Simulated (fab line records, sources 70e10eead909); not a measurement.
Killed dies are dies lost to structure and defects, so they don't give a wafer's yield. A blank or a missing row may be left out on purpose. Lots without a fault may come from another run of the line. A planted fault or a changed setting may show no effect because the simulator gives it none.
fab line records | flow nand_harc
record lots=5 wafers=15 last_day=33
route steps=1302 shown P_ZERO_WELL@68 P_STI@69
lots that met no fault: from a run of the same line without faults
start_h: hours from the record's first day to the start of the lot's first wafer shown | wait_h: hours since the lot's step before | " the same as in the row above | L1.1+2: a row that stands for several wafers | - no value, or no start given | * or withheld: withheld | < > ~ a bound
route shown NAME@n: a module of which the file shows steps, and the number in the route of the first | usual: mean/standard deviation of fault-free wafers | same: alike in all rows | chamber/n: place in a boat | sites: the reading at each site | _std_site: their standard deviation | _edge_site: outer sites' mean less inner sites' | radius_mm: how far each site lies from the wafer's centre | mask NAME#n: copy n | behind: the tool/chamber that last shaped the wafer | hold: why the lot was held/for how many hours/how that ended | device: the transistor (n, p or np) that didn't switch | end of line: the same wafers' tests at the end of the route | a step without rows: its recipe alone | killed: dies lost to structure and defects at the first sort, not the wafer's yield | map: a wafer's dies, x killed, . not, _ none there
set.NAME: the setting as run; set.NAME@STEP: as run at that earlier step | model.NAME: the simulator's own value behind a step, which no gauge read
lots at some steps of the route; a table a step, a row a wafer
services: from which hour (start_h, from the record's first day; less than 0 if before it) a tool's chamber was out of use, for how many hours, and why
## steps
# step NHARC_P_ZERO_WELL_INSPECT_43
# usual raw_defect_count=12/4.7
# columns lot.wafer tool chamber start_h wait_h raw_defect_count
L170.2 defect_inspect-01 - 27.45 0.5 10
L170.3 " - " " 6
L170.4 " - " " 10
L177.2 defect_inspect-02 - 97.71 0.5 15
L177.3 " - " " 13
L177.5 " - " " 24
L181.1 defect_inspect-01 - 137.76 0.6 13
L181.2 " - " " 13
L181.4 " - " " 20
L191.1 defect_inspect-01 - 237.80 0.6 11
L191.2 " - " " 9
L191.4 " - " " 8
L193.1 defect_inspect-02 - 257.67 0.6 17
L193.2 " - " " 19
L193.6 " - " " 13
# step NHARC_P_STI_ETCH_26
# recipe target_depth_a=110 chemistry=dHF material=SiO2
# step NHARC_P_STI_PRECLEAN_27
# recipe time_s=* temp_c=50 bath_age_min=0 chemistry=SC1
# step NHARC_P_STI_SRD_28
# step NHARC_P_STI_OXIDE_29
# recipe target_thk_a=100 temp_c=900 ox_time_s=1362 material=SiO2
# step NHARC_P_STI_HM_DEP_30
# recipe target_thk_a=800 temp_c=790 pressure_mtorr=300 time_s=873 material=Si3N4
# step NHARC_P_STI_DEHYDRATE_01
# recipe temp_c=150 time_s=120
# step NHARC_P_STI_HMDS_02
# recipe time_s=30
# step NHARC_P_STI_COAT_41
# recipe temp_c=200 time_s=65
# step NHARC_P_STI_COAT_03
# recipe spin_rpm=2000 resist_thk_nm=600
# step NHARC_P_STI_SOFTBAKE_04
# recipe temp_c=125 time_s=70
# step NHARC_P_STI_EBR_05
# step NHARC_P_STI_EXPOSE_06
# recipe na=0.55 target_cd_nm=200 dose_mj=37.69 mask_id=P_STI
# columns lot.wafer tool chamber start_h wait_h mask
L170.2+3+4 krf_scanner-01 0 49.80 - P_STI#0
L177.2+3+5 krf_scanner-03 0 113.25 - P_STI#0
L181.1+2+4 krf_scanner-03 0 153.18 - P_STI_R1#0
L191.1+2+4 krf_scanner-03 0 255.25 - P_STI#0
L193.1+2+6 krf_scanner-03 0 273.50 - P_STI#0
# step NHARC_P_STI_PEB_07
# recipe peb_temp_c=128 peb_time_s=80
# step NHARC_P_STI_DEVELOP_08
# recipe time_s=50 dev_temp_c=22
# step NHARC_P_STI_CD_MEAS_09
# recipe target_cd_nm=200 landing_energy_ev=500
# usual cd_nm=199/3.2
# columns lot.wafer tool chamber start_h wait_h hold cd_nm
L170.2 cd_sem-03 0 49.95 - - 200
L170.3 " 0 " " - 197
L170.4 " 0 " " - 196
L177.2 cd_sem-02 0 113.40 - - 201
L177.3 " 0 " " - 201
L177.5 " 0 " " - 199
L181.1 cd_sem-03 0 153.33 - await_dispo/0.2h/release 188
L181.2 " 0 " " await_dispo/0.2h/release 192
L181.4 " 0 " " await_dispo/0.2h/release 188
L181.1 cd_sem-03 0 - - - 189
L181.2 " 0 " " - 192
L181.4 " 0 " " - 188
L191.1 cd_sem-02 0 255.40 - - 203
L191.2 " 0 " " - 198
L191.4 " 0 " " - 205
L193.1 cd_sem-03 0 273.66 - - 200
L193.2 " 0 " " - 196
L193.6 " 0 " " - 200
# step NHARC_P_STI_OVL_MEAS_10
# usual overlay_x_nm=2/6.8 overlay_y_nm=0/5.9
# columns lot.wafer tool chamber start_h wait_h hold overlay_x_nm overlay_y_nm
L170.2 overlay-01 - 50.04 - - -1 6
L170.3 " - " " - -1 6
L170.4 " - " " - -2 6
L177.2 overlay-01 - 113.49 - - -4 -9
L177.3 " - " " - -4 -8
L177.5 " - " " - -3 -8
L181.1 overlay-02 - 158.38 - await_dispo/4.8h/release 11 6
L181.2 " - " " await_dispo/4.8h/release 11 6
L181.4 " - " " await_dispo/4.8h/release 11 6
L191.1 overlay-01 - 255.49 - - 9 5
L191.2 " - " " - 10 4
L191.4 " - " " - 9 4
L193.1 overlay-01 - 273.74 - - -5 2
L193.2 " - " " - -5 1
L193.6 " - " " - -5 2
# step NHARC_P_STI_INSPECT_11
# usual raw_defect_count=5.3/2.6
# columns lot.wafer tool chamber start_h wait_h raw_defect_count
L170.2 defect_inspect-02 - 50.07 0.0 2
L170.3 " - " " 5
L170.4 " - " " 5
L177.2 defect_inspect-01 - 113.53 0.0 4
L177.3 " - " " 11
L177.5 " - " " 4
L181.1 defect_inspect-01 - 158.42 0.0 6
L181.2 " - " " 6
L181.4 " - " " 5
L191.1 defect_inspect-02 - 255.52 0.0 2
L191.2 " - " " 4
L191.4 " - " " 9
L193.1 defect_inspect-02 - 273.78 0.0 6
L193.2 " - " " 6
L193.6 " - " " 10
# step NHARC_P_STI_HARDBAKE_13
# recipe temp_c=118 time_s=65
# step NHARC_P_STI_DESCUM_14
# recipe time_s=3 o2_flow_sccm=200 ar_flow_sccm=0 bias_power_w=0 chemistry=O2
# usual drypump_motor_current_A=5.6/0.46 oes_product_au=1.003/0.012 rf_vpp_V=57.8/0.87 showerhead_plenum_p_Torr=1.91/0.082 throttle_valve_pct=11.311/0.0089
# columns lot.wafer tool chamber start_h wait_h drypump_motor_current_A oes_product_au rf_hours_counter_h rf_vpp_V showerhead_plenum_p_Torr throttle_valve_pct model.P_STI.cd_nm
L170.2 rie_diel-10 3 50.21 - 6.4 0.985 9.3 57.6 1.85 11.321 199.4
L170.3 " 0 " " 5.1 0.994 9.1 57.6 1.89 11.312 196.4
L170.4 " 2 " " 5.2 1.004 - 60.1 2.07 11.314 195.8
L177.3 rie_diel-04 3 113.68 - 5.8 1.018 8.0 57.7 1.82 11.296 200.9
L177.2 " 0 " " 5.5 0.991 7.0 57.7 1.92 11.294 201.9
L177.5 " 2 " " 5.1 0.997 - 58.0 1.96 11.306 199.6
L181.1 rie_diel-10 3 158.55 - 6.3 1.003 4.1 57.6 1.85 11.302 188.6
L181.4 " 0 " " 5.1 0.995 3.8 58.0 1.89 11.303 187.2
L181.2 " 2 " " 5.2 1.012 4.7 57.1 2.07 11.316 190.7
L191.4 rie_diel-10 1 255.69 - 5.9 0.988 0.2 58.0 1.88 11.318 206.1
L191.1 " 2 " " 5.2 0.998 0.2 58.9 2.06 11.304 202.5
L191.2 " 3 " " 6.4 0.995 0.1 58.1 1.85 11.320 199
L193.2 rie_diel-10 3 273.93 - 6.3 1.011 1.5 57.7 1.85 11.316 196.5
L193.1 " 0 " " 5.1 1.018 1.5 57.9 1.89 11.318 199.7
L193.6 " 2 " " 5.2 1.000 - 60.0 2.06 11.304 198.9
# step NHARC_P_STI_ETCH_42
# recipe target_depth_a=800 overetch_a=240 time_s=61 ion_energy_ev=200 n2_flow_sccm=150 h2_flow_sccm=150 ar_flow_sccm=0 rf_w=400 bias_w=150 chemistry=N2/H2
# usual drypump_motor_current_A=5.6/0.47 oes_product_au=1.002/0.012 rf_vpp_V=430.3/2.6 showerhead_plenum_p_Torr=2.03/0.092 throttle_valve_pct=14.171/0.009
# columns lot.wafer tool chamber start_h wait_h drypump_motor_current_A oes_product_au rf_hours_counter_h rf_vpp_V showerhead_plenum_p_Torr throttle_valve_pct
L170.2 rie_diel-10 0 50.31 0.1 5.2 1.022 9.1 431.1 2.02 14.167
L170.3 " 3 " " 6.4 0.997 9.3 428.5 1.97 14.171
L170.4 " 3 " " 6.4 1.006 - 428.6 1.97 14.176
L177.3 rie_diel-04 2 113.74 0.1 5.1 0.992 6.7 431.9 2.09 14.166
L177.2 " 3 " " 5.8 1.012 8.0 428.2 1.94 14.175
L177.5 " 3 " " 5.8 1.012 - 427.4 1.94 14.159
L181.2 rie_diel-10 2 158.64 0.1 5.2 0.995 4.7 434.3 2.21 14.178
L181.4 " 0 " " 5.1 0.985 3.8 429.7 2.01 14.174
L181.1 " 1 " " 5.9 1.004 4.4 428.9 2.01 14.178
L191.4 rie_diel-10 1 255.77 0.1 5.9 0.993 0.2 427.8 2.01 14.170
L191.1 " 2 " " 5.2 0.999 0.2 434.8 2.20 14.162
L191.2 " 3 " " 6.4 0.996 0.2 427.6 1.97 14.181
L193.2 rie_diel-10 3 274.01 0.1 6.4 0.996 1.5 428.4 1.97 14.178
L193.1 " 0 " " 5.1 1.029 1.5 430.5 2.01 14.186
L193.6 " 1 " " 5.9 0.998 - 429.7 2.01 14.174
# step NHARC_P_STI_ETCH_31
# recipe target_depth_a=1089 time_s=54.5 cf4_flow_sccm=100 chf3_flow_sccm=30 ar_flow_sccm=0 rf_w=500 bias_w=200 chemistry=CF4/CHF3
# usual cf4_flow_sccm=100.02/0.29 drypump_motor_current_A=5.6/0.47 oes_product_au=0.966/0.017 rf_vpp_V=370.4/2.4 showerhead_plenum_p_Torr=1.57/0.065 throttle_valve_pct=16.803/0.0087
# columns lot.wafer tool chamber start_h wait_h cf4_flow_sccm drypump_motor_current_A oes_product_au rf_hours_counter_h rf_vpp_V showerhead_plenum_p_Torr throttle_valve_pct
L170.2 rie_diel-10 0 - - 99.79 5.1 0.974 9.1 368.3 1.56 16.802
L170.3 " 3 " " 100.14 6.3 0.958 9.4 369.0 1.52 16.798
L170.4 " 3 " " 99.62 6.3 0.955 - 369.5 1.52 16.801
L177.2 rie_diel-04 1 - - 100.36 5.4 0.977 7.5 370.5 1.62 16.810
L177.3 " 3 " " 100.16 5.8 0.996 8.0 368.3 1.50 16.791
L177.5 " 2 " " 99.70 5.1 0.958 - 373.8 1.61 16.798
L181.4 rie_diel-10 0 - - 100.00 5.1 0.956 3.9 369.3 1.56 16.805
L181.2 " 1 " " 100.07 5.9 0.997 4.4 372.8 1.55 16.796
L181.1 " 2 " " 99.82 5.2 0.989 4.7 376.3 1.69 16.813
L191.4 rie_diel-10 3 - - 100.04 6.3 0.976 0.2 368.2 1.52 16.800
L191.1 " 1 " " 100.16 5.9 0.952 0.2 370.4 1.55 16.800
L191.2 " 2 " " 99.93 5.2 0.977 0.2 374.8 1.69 16.810
L193.2 rie_diel-10 2 - - 99.84 5.2 0.950 1.0 375.0 1.69 16.814
L193.1 " 3 " " 99.92 6.4 0.951 1.5 368.7 1.52 16.805
L193.6 " 3 " " 99.94 6.4 0.952 - 369.0 1.52 16.811
# step NHARC_P_STI_ETCH_15
# recipe target_depth_a=3000 taper_deg=4 time_s=100.1 hbr_flow_sccm=150 cl2_flow_sccm=50 rf_w=400 icp_w=400 bias_w=100 chemistry=HBr/Cl2
# usual drypump_motor_current_A=5.6/0.72 oes_product_au=1.000/0.012 throttle_valve_pct=26.405/0.0089
# columns lot.wafer tool chamber start_h wait_h drypump_motor_current_A oes_product_au rf_hours_counter_h throttle_valve_pct model.P_STI.cd_nm
L170.3 rie_si-01 2 50.54 - 6.7 0.992 0.2 26.403 194.1
L170.4 " 3 " " 4.8 0.988 0.1 26.409 194.2
L170.2 " 0 " " 5.5 0.991 0.2 26.408 198.9
L177.2 rie_si-06 3 113.94 - 5.6 0.981 0.2 26.407 202.5
L177.3 " 1 " " 5.4 1.018 0.2 26.406 199.3
L177.5 " 0 " " 5.0 1.013 - 26.427 197.9
L181.1 rie_si-03 0 158.83 - 6.4 0.981 0.7 26.402 189.4
L181.2 " 2 " " 4.7 1.008 0.6 26.394 189.6
L181.4 " 3 " " 5.0 1.009 0.7 26.406 186.3
L191.4 rie_si-01 2 255.95 - 6.7 1.023 0.3 26.414 205.6
L191.1 " 0 " " 5.4 0.992 0.4 26.394 201.9
L191.2 " 1 " " 6.6 1.016 0.4 26.392 197.8
L193.1 rie_si-01 0 274.22 - 5.4 0.975 0.6 26.401 198.5
L193.2 " 1 " " 6.6 1.007 0.6 26.398 194.5
L193.6 " 2 " " 6.7 1.017 - 26.407 198.5
# step NHARC_P_STI_CD_MEAS_16
# usual cd_nm=198/3.6
# columns lot.wafer tool chamber start_h wait_h hold cd_nm
L170.2 cd_sem-01 - 50.69 - - 199
L170.3 " - " " - 194
L170.4 " - " " - 194
L177.2 cd_sem-02 - 114.10 - - 203
L177.3 " - " " - 199
L177.5 " - " " - 198
L181.1 cd_sem-02 - 158.99 - await_dispo/0.2h/release 189
L181.2 " - " " await_dispo/0.2h/release 190
L181.4 " - " " await_dispo/0.2h/release 186
L181.1 cd_sem-02 - 159.17 0.2 - 189
L181.2 " - " " - 189
L181.4 " - " " - 186
L191.1 cd_sem-03 - 256.12 - - 202
L191.2 " - " " - 198
L191.4 " - " " - 206
L193.1 cd_sem-02 - 274.35 - - 198
L193.2 " - " " - 194
L193.6 " - " " - 199
# step NHARC_P_STI_OCD_MEAS_17
# usual trench_depth_nm=300/5.5 trench_foot_cd_nm=157/3.3
# columns lot.wafer tool chamber start_h wait_h hold trench_depth_nm trench_foot_cd_nm
L170.2 ocd-02 - 50.78 0.1 - 299 158
L170.3 " - " " - 296 156
L170.4 " - " " - 293 155
L177.2 ocd-01 - 114.19 0.1 - 294 160
L177.3 " - " " - 309 157
L177.5 " - " " - 307 157
L181.1 ocd-02 - 160.34 1.2 await_dispo/0.2h/release 296 147
L181.2 " - " " await_dispo/0.2h/release 304 149
L181.4 " - " " await_dispo/0.2h/release 304 145
L181.1 ocd-02 - 160.51 0.2 - 297 147
L181.2 " - " " - 304 149
L181.4 " - " " - 305 145
L191.1 ocd-01 - 256.20 0.1 - 295 161
L191.2 " - " " - 308 156
L191.4 " - " " - 310 162
L193.1 ocd-02 - 274.44 0.1 - 294 159
L193.2 " - " " - 305 153
L193.6 " - " " - 309 157
## services
# columns tool chamber start_h hours kind
rie_diel-04 2 36.27 6.3 repair
rie_si-03 - 44.00 9.0 pm
rie_diel-10 1 44.54 10.1 repair
rie_diel-04 2 45.57 2.9 repair
krf_scanner-03 - 55.91 4.0 pm
rie_diel-10 - 65.50 9.0 pm
rie_diel-04 0 67.29 3.6 repair
rie_diel-04 1 69.19 5.3 repair
krf_scanner-03 - 103.11 1.1 repair
rie_diel-10 3 103.29 3.4 repair
rie_diel-04 0 114.31 11.5 repair
rie_diel-10 1 118.78 4.6 repair
rie_si-01 - 137.86 0.3 repair
rie_diel-10 0 138.63 11.2 repair
rie_diel-04 1 151.69 5.0 repair
rie_diel-10 0 176.80 1.6 repair
rie_diel-04 - 177.90 9.0 pm
rie_si-01 0 184.57 6.7 repair
rie_si-01 - 193.00 9.0 pm
krf_scanner-03 - 211.98 0.9 repair
rie_diel-10 0 226.27 3.3 repair
krf_scanner-03 - 227.91 4.0 pm
rie_diel-10 - 242.50 9.0 pm
rie_diel-10 2 266.17 1.5 repair
## key
first_sign step=NHARC_P_STI_EXPOSE_06 reading=mask direction=changed
effect step=NHARC_P_STI_CD_MEAS_09 reading=visit direction=added
effect step=NHARC_P_STI_CD_MEAS_16 reading=visit direction=added
effect step=NHARC_P_STI_OCD_MEAS_17 reading=visit direction=added
model_effect step=NHARC_P_STI_DESCUM_14 value=P_STI.cd_nm without=197.2 struck=188.8
model_effect step=NHARC_P_STI_ETCH_15 value=P_STI.cd_nm without=197 struck=188.4
met_at NHARC_P_STI_EXPOSE_06
struck_wafers L181.1,L181.2,L181.4
tester_left_out L181
onset_between 113.25 153.18
fault kind=wrong_mask tool=any chamber=- onset_h=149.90 steps=NHARC_P_STI_EXPOSE_06 aux_copy=P_STI_R1#0 cd_offset_nm=-8.367 scope=struck_lots_only
# tester_left_out: of these lots the tester's yield and bins aren't shown, on N5 and GAA mostly nor the transistor test; their killed dies are dies lost to structure and defects alone, not to doping, threshold or leakage, so they don't give the yield
